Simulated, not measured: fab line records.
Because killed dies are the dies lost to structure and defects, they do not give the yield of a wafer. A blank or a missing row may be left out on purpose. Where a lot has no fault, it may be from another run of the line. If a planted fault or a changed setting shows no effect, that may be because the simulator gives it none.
A lot that was struck, set against a sound lot | flow nand harc | 14 steps out of a route of 1302
Sound: the wafers L907.1, L907.3, L907.4. The struck wafers were L910.1, L910.4, L910.6. At the end, the cause is stated.
For every step that has rows: the tool of each side, followed by ch and its chambers, followed by its first start. Under that, the readings that differ: sound wafers | struck wafers | difference of the means | sigmas: that difference in standard deviations of wafers without a fault.
alike: same words and numbers on both sides, and readings whose means sit less than 2 such deviations apart. not compared: any withheld reading, any reading some wafer has no value for, any bound like >300 that may hide the same value, and any number with overlapping values for which the record gives no deviation.
A row with sigmas, a row that says differs or no value, or rows on one side alone: a step with any of these is where the two part. When numbers do not overlap yet have no deviation, they are printed without sigmas and do not part them. A reading missing from all wafers of one side parts the sides only when that side holds two or more wafers.

NHARC_THIN_TSV_DEP_43: deposits SiO2, target thk 1328.5 nm.
  sound on pecvd-03 ch 0,2, day 28 10:23; struck on pecvd-04 ch 0,1,2, day 29 09:42
  alike: throttle valve pct
  not compared: since wet clean h
then, 8 steps without rows for these wafers: NHARC_THIN_TSV_DEHYDRATE_04 (time 120 s); NHARC_THIN_TSV_HMDS_05 (time 30 s); NHARC_THIN_TSV_COAT_06; NHARC_THIN_TSV_SOFTBAKE_07 (time 95 s); NHARC_THIN_TSV_EBR_08; NHARC_THIN_TSV_EXPOSE_09 (exposes mask TSV); NHARC_THIN_TSV_PEB_10 (peb time 85 s); NHARC_THIN_TSV_DEVELOP_11 (time 70 s).
NHARC_THIN_TSV_CD_MEAS_12 targets a cd of 1000 nm.
  sound on cd sem-02 ch 0, day 28 11:10; struck on cd sem-01 ch 0, day 29 10:32
  alike: cd nm
then, 1 step without rows for these wafers: NHARC_THIN_TSV_HARDBAKE_13 (time 80 s).
NHARC_THIN_TSV_DESCUM_14: chemistry O2, time 3 s.
  sound on rie diel-13 ch 0,1,3, day 28 11:20; struck on rie diel-13 ch 0,1, day 29 10:42
  alike: drypump motor current A, oes product au, rf vpp V, showerhead plenum p Torr, throttle valve pct
  not compared: rf hours counter h
NHARC_THIN_TSV_ETCH_44: etches the open film in CF4/O2, target depth 1594.2 nm, time 797.1 s.
  sound on rie diel-13 ch 0,1,3, day 28 11:30; struck on rie diel-13 ch 1,2,3, day 29 10:50
  no value came back on the struck wafers for any of 7 readings (bias w (W), cf4 flow sccm (sccm) and others); on the sound wafers bias w (W) reads 794.7 804.2 803.7
  not compared: rf hours counter h
NHARC_THIN_TSV_ETCH_15: target depth 3000 nm, bosch target overetch cycles 2, bosch etch step 2.8 s.
  sound on rie si-01 ch 0,1,3, day 28 12:07; struck on rie si-01 ch 0,3, day 29 11:20
  alike: drypump motor current A
  not compared: rf hours counter h

## WHERE THEY PART
Within this record, at NHARC_THIN_TSV_ETCH_44 only. Later steps at which nothing parts them and some readings are alike: NHARC_THIN_TSV_ETCH_15.

WHY: whatever the simulator had introduced
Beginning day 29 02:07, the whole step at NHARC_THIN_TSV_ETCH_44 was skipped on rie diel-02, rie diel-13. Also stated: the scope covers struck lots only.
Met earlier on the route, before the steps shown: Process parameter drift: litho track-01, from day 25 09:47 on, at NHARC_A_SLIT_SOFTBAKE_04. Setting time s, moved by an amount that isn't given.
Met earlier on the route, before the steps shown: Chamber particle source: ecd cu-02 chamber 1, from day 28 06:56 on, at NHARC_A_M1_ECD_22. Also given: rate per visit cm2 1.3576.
